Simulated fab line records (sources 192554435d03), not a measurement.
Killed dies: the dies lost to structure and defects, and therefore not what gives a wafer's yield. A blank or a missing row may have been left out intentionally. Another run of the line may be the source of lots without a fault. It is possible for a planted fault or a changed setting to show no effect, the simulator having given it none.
Which tool did it? ; flow n5Finfet ; 9 lots, 26 wafers sampled, at 5 steps of a route of 1938

## WHAT EACH GAUGE READ, for each wafer
N5_BEOL_M4_RC_MEAS_101. Usual: DIBL_N 37.5 mV/V, standard deviation 2.5; DIBL_P 38 mV/V, standard deviation 3.1; IOFF_N 0.19 nA/um, standard deviation 0.059; IOFF_P 0.24 nA/um, standard deviation 0.061; ION_N 679 uA/um, standard deviation 16; ION_P 465 uA/um, standard deviation 9.8; SS_N 72.0 mV/dec, standard deviation 0.8; SS_P 73.7 mV/dec, standard deviation 0.86; VT_N 248 mV, standard deviation 4.5; VT_P -249 mV, standard deviation 3.5.
lot;measured;on;DIBL_N (mV/V);DIBL_P (mV/V);IOFF_N (nA/um);IOFF_P (nA/um);ION_N (uA/um);ION_P (uA/um);SS_N (mV/dec);SS_P (mV/dec);VT_N (mV);VT_P (mV);flag
L685;day 8 02:04;prober-02;37.3 37.3 37.4;38 40 38;0.18 0.19 0.18;0.23 0.27 0.22;677 675 676;459 465 460;72.0 72.5 72.6;73.5 74.2 73.8;250 248 255;-250 -248 -252;
L686;day 8 11:52;prober-02;37.4 35.7;40 38;0.18 0.14;0.24 0.19;675 666;466 463;71.5 71.5;73.8 73.9;248 254;-248 -252;
L688;day 8 20:35;prober-02;37.5 41.0 37.7;38 43 38;0.19 0.31 0.18;0.24 0.37 0.25;679 711 683;463 480 469;71.3 72.8 72.1;73.4 75.0 73.4;249 238 248;-248 -242 -247;
L689;day 8 23:56;prober-02;31.0 33.5 33.7;28 33 35;0.08 0.12 0.13;0.12 0.18 0.19;644 679 672;452 467 462;70.6 69.8 70.2;70.8 72.5 73.0;259 253 250;-255 -251 -250;
L699;day 11 18:13;prober-01;39.9 39.4 39.4;42 43 43;0.28 0.25 0.26;0.31 0.32 0.32;702 690 686;470 468 470;72.3 71.7 72.6;74.8 75.0 74.6;242 246 243;-245 -244 -246;
L701;day 12 19:31;prober-01;40.7 38.4 34.4;41 37 34;0.24 0.19 0.12;0.26 0.20 0.16;697 664 658;471 453 449;72.1 72.4 71.9;74.2 73.8 72.4;243 251 255;-248 -255 -254;
L705;day 13 22:26;prober-01;38.6 39.0 39.9;42 39 41;0.21 0.20 0.23;0.29 0.23 0.26;685 676 687;475 455 466;72.0 71.8 72.2;74.4 74.7 74.6;247 247 245;-249 -251 -249;
L706;day 14 00:07;prober-02;37.5 34.7 37.5;39 35 40;0.18 0.13 0.19;0.22 0.17 0.26;679 673 677;466 459 463;72.5 71.5 72.1;73.7 73.4 74.5;251 254 248;-252 -252 -249;
L707;day 14 05:08;prober-02;36.5 36.5 36.0;37 39 37;0.18 0.19 0.15;0.22 0.27 0.20;681 690 677;462 476 461;72.6 72.7 72.3;73.0 74.0 73.7;250 247 253;-249 -247 -253;

## EACH LOT AND THE TOOL THAT RAN IT (in order: tool; ch and the chambers of the sampled wafers; start)
lot;N5_MOL_CONTACT_COAG_ETCH_105;N5_MOL_CONTACT_COAG_ETCH_110;N5_MOL_CONTACT_COAG_SPUTTER_130;N5_MOL_CONTACT_COAG_CMP_28
L685;rieDiel-01 ch 0,2,3, day 4 23:10;rieDiel-01 ch 0,2,3, day 4 23:23;pvdSputter-03, day 5 04:41;cmp-02 ch 0,2, day 5 07:21
L686;rieDiel-05 ch 2,3, day 5 07:13;rieDiel-05 ch 2,3, day 5 07:26;pvdSputter-01, day 5 14:01;cmp-02 ch 0,3, day 5 16:37
L688;rieDiel-01 ch 2,3, day 5 15:58;rieDiel-01 ch 2,3, day 5 16:11;pvdSputter-03, day 5 22:38;cmp-03 ch 0,2, day 6 01:18
L689;rieDiel-05 ch 2,3, day 6 01:59;rieDiel-05 ch 2,3, day 6 02:13;pvdSputter-01, day 6 06:49;cmp-02 ch 0,3, day 6 09:23
L699;rieDiel-01 ch 0,1, day 8 09:50;rieDiel-01 ch 0,1, day 8 10:03;pvdSputter-03, day 8 15:32;cmp-02 ch 0,2, day 8 18:09
L701;rieDiel-01 ch 1,2,3, day 8 23:53;rieDiel-01 ch 1,2,3, day 9 00:07;pvdSputter-03, day 9 08:11;cmp-01 ch 0,2,3, day 9 11:03
L705;rieDiel-03 ch 0,2,3, day 10 01:58;rieDiel-03 ch 0,2,3, day 10 02:11;pvdSputter-01, day 10 07:41;cmp-01 ch 0,3, day 10 10:16
L706;rieDiel-01 ch 0,1,3, day 10 05:15;rieDiel-01 ch 0,1,3, day 10 05:28;pvdSputter-01, day 10 11:43;cmp-01 ch 1,2,3, day 10 14:23
L707;rieDiel-03 ch 1,3, day 10 14:43;rieDiel-03 ch 1,3, day 10 14:57;pvdSputter-02, day 10 20:47;cmp-02 ch 1,2,3, day 10 23:29
- N5_MOL_CONTACT_COAG_ETCH_105: etches SiARC in CF4, target depth 15.6 nm, time 26 s.
- N5_MOL_CONTACT_COAG_ETCH_110: etches Si in CF4/O2, target depth 2.5 nm, time 8 s.
- N5_MOL_CONTACT_COAG_SPUTTER_130: material Co, target thk 47.5 nm.
- N5_MOL_CONTACT_COAG_CMP_28: polishes, stops on SiNx, t overpolish 0.85 s, target thk 14.522 nm.

## AS READ BY THE TOOLS THEMSELVES (means over the sampled wafers that have a number; for cases with no such wafer, the mark the record gives instead)
N5_MOL_CONTACT_COAG_ETCH_105. Usual: cf4FlowSccm 99.99 sccm, standard deviation 0.28; drypumpMotorCurrentA 5.6 A, standard deviation 0.36; etchRfOnTimeS 26.2 s, standard deviation 0.84; oesProductAu 0.67 a.u., standard deviation 0.084; rfVppV 184.4 V, standard deviation 1.2; showerheadPlenumPTorr 2.18 Torr, standard deviation 0.078; throttleValvePct 15.7 %, standard deviation 0.3.
lot;tool;cf4FlowSccm (sccm);drypumpMotorCurrentA (A);etchRfOnTimeS (s);oesProductAu (a.u.);rfVppV (V);showerheadPlenumPTorr (Torr);throttleValvePct (%);flag
L685;rieDiel-01;100.12;5.7;26.9;0.62;184.3;2.14;15.8;
L686;rieDiel-05;99.89;6.0;25.8;0.60;184.1;2.12;15.8;
L688;rieDiel-01;100.27;5.7;26.6;0.66;184.2;2.12;15.6;
L689;rieDiel-05;100.26;5.9;25.6;0.67;183.6;2.11;15.6;
L699;rieDiel-01;100.07;5.5;25.8;0.73;184.6;2.20;15.7;
L701;rieDiel-01;99.79;5.5;26.0;0.70;185.0;2.21;15.7;
L705;rieDiel-03;100.11;5.6;26.1;0.67;184.4;2.18;15.6;
L706;rieDiel-01;99.93;5.5;26.5;0.66;185.0;2.18;15.7;
L707;rieDiel-03;100.14;5.1;26.0;0.74;184.9;2.27;15.5;

N5_MOL_CONTACT_COAG_ETCH_110. Usual: cf4FlowSccm 99.98 sccm, standard deviation 0.28; drypumpMotorCurrentA 5.6 A, standard deviation 0.36; oesProductAu 0.79 a.u., standard deviation 0.1; rfVppV 127 V, standard deviation 3.8; showerheadPlenumPTorr 2.26 Torr, standard deviation 0.08; throttleValvePct 10.8 %, standard deviation 0.34.
lot;tool;cf4FlowSccm (sccm);drypumpMotorCurrentA (A);oesProductAu (a.u.);rfVppV (V);showerheadPlenumPTorr (Torr);throttleValvePct (%);flag
L685;rieDiel-01;100.01;5.8;0.72;126;2.22;11.0;
L686;rieDiel-05;100.22;6.0;0.70;126;2.20;10.9;
L688;rieDiel-01;99.81;5.7;0.77;128;2.20;10.7;
L689;rieDiel-05;100.27;5.9;0.79;125;2.20;10.7;
L699;rieDiel-01;100.21;5.5;0.85;124;2.28;10.7;
L701;rieDiel-01;99.63;5.5;0.81;125;2.30;10.8;
L705;rieDiel-03;100.18;5.6;0.79;130;2.27;10.8;
L706;rieDiel-01;100.17;5.5;0.77;126;2.26;10.8;
L707;rieDiel-03;100.09;5.1;0.87;131;2.35;10.6;

N5_MOL_CONTACT_COAG_SPUTTER_130. Usual: cathodeDcPowerW 3000.0 W, standard deviation 0.54; throttleValvePct 29.9 %, standard deviation 1.
lot;tool;cathodeDcPowerW (W);throttleValvePct (%);flag
L685;pvdSputter-03;3000.1;30.1;
L686;pvdSputter-01;2999.4;30.3;
L688;pvdSputter-03;2999.7;30.2;
L689;pvdSputter-01;2999.8;30.3;
L699;pvdSputter-03;2941.1;30.6;OFF
L701;pvdSputter-03;2940.9;28.8;OFF
L705;pvdSputter-01;2999.9;30.1;
L706;pvdSputter-01;2999.8;29.8;
L707;pvdSputter-02;3000.2;30.0;

N5_MOL_CONTACT_COAG_CMP_28. Usual: motorCurrentA 12.2 A, standard deviation 1.4; platenRpm 51.80 rpm, standard deviation 0.039; timeToEndpointS 3.8 s, standard deviation 2.5.
lot;tool;motorCurrentA (A);platenRpm (rpm);timeToEndpointS (s);flag
L685;cmp-02;12.6;51.77;1.7;
L686;cmp-02;11.6;51.85;3.7;
L688;cmp-03;13.2;51.80;3.4;
L689;cmp-02;11.6;51.78;3.7;
L699;cmp-02;11.9;51.76;3.4;
L701;cmp-01;12.3;51.79;2.4;
L705;cmp-01;12.9;51.81;0.4;
L706;cmp-01;11.4;51.80;3.6;
L707;cmp-02;12.8;51.82;4.0;

## THE ANSWER, worked out from the rows above alone
Rule: lot off if the mean of its wafers having a number is beyond 3 standard deviations from the usual mean. Also off: a lot with no number at a reading for which 4 or more lots have one. Any other lot the step has rows for is counted as sound. After the gauges, taken in route order, come the tools' own readings; for these a lot's mean is taken, as printed above. The first step at which some lot is off is used, and at that step the reading that is off furthest; a lot without a number counts as furthest.
Off: L699, L701 (N5_MOL_CONTACT_COAG_SPUTTER_130, cathodeDcPowerW).
A tool fits if, at that step or a process step before it, it ran every lot that is off, and no sound lot after the first of them. One fits: N5_MOL_CONTACT_COAG_SPUTTER_130 on pvdSputter-03. A fault onset in the window from L688 (day 5 22:38, its last sound lot) to L699 (day 8 15:32, its first lot off) fits.
On the lots that are off, the tool's own readings at N5_MOL_CONTACT_COAG_SPUTTER_130 differ by more than 5 times the standard deviation of the sound lots' means, which bears it out; cathodeDcPowerW reads 2941.0 W there versus 2999.8 W on the sound lots.

## WHAT THE SIMULATOR PUT IN
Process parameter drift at N5_MOL_CONTACT_COAG_SPUTTER_130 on pvdSputter-03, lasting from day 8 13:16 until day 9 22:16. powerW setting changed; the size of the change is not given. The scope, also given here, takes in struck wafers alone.
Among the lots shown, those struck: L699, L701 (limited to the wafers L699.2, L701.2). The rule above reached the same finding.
